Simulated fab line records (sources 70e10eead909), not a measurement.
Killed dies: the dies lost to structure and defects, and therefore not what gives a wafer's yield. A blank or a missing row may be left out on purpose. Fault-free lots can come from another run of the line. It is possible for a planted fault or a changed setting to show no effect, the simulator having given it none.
Chamber matching + flow nand harc + NHARC_A_CHANNEL_FILL_D1_ETCHBACK_20 on rie diel-06: 4 sister chambers
The step etches the open film in C4F8/O2/Ar, target depth 27 nm, time 13.5 s. 8 wafers are shown with their chamber, then 9 later ones without.

WAFERS WITH THEIR CHAMBER
| wafer  | chamber | rf vpp V (V) | oes product au (a.u.) |
|--------|---------|--------------|-----------------------|
| L079.6 | 3       | 980          | 1.00                  |
| L084.5 | 1       | 971          | 1.02                  |
| L088.4 | 0       | 978          | 1.01                  |
| L088.5 | 1       | 969          | 1.01                  |
| L088.6 | 0       | 978          | 1.01                  |
| L085.4 | 2       | 976          | 0.97                  |
| L085.5 | 3       | 981          | 0.97                  |
| L085.6 | 2       | 980          | 0.96                  |

WAFERS MISSING THEIR CHAMBER
| wafer  | rf vpp V (V) | oes product au (a.u.) |
|--------|--------------|-----------------------|
| L091.2 | 981          | 0.99                  |
| L091.4 | 977          | 0.99                  |
| L091.6 | 971          | 1.00                  |
| L095.2 | 977          | 0.93                  |
| L095.4 | 977          | 0.93                  |
| L095.6 | 972          | 0.93                  |
| L096.2 | 979          | 0.94                  |
| L096.3 | 972          | 0.93                  |
| L096.5 | 979          | 0.93                  |

CHAMBER TAKEN BY EACH
| wafer  | from the rows above          | in truth                   |
|--------|------------------------------|----------------------------|
| L091.2 | can't be placed: 3 or 0      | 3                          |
| L091.4 | can't be placed: 0 or 3 or 2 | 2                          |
| L091.6 | 1                            | 1                          |
| L095.2 | 2                            | 2                          |
| L095.4 | 2                            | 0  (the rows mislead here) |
| L095.6 | 2                            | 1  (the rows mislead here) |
| L096.2 | can't be placed: 2 or 3      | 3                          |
| L096.3 | 2                            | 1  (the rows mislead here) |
| L096.5 | can't be placed: 2 or 3      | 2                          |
Placed correctly: 2 of 9. Not placeable from these rows: 4 (in 4, the candidates include the true chamber). Wrongly placed: 3.
How it was worked out, from the rows above alone: a wafer's distance from a chamber is the root of the sum, over the readings, of the square of ((its reading less the chamber's mean) divided by the reading's scatter). If the next closest chamber is less than 2 further off than the closest, the wafer can't be placed; otherwise it belongs to the closest. For every chamber, the mean is computed from those of its wafers that are shown. How the scatter is found: for the shown wafers, subtract from each reading the mean of its chamber, square and add these, divide the total by (wafers less chambers), then take the root.
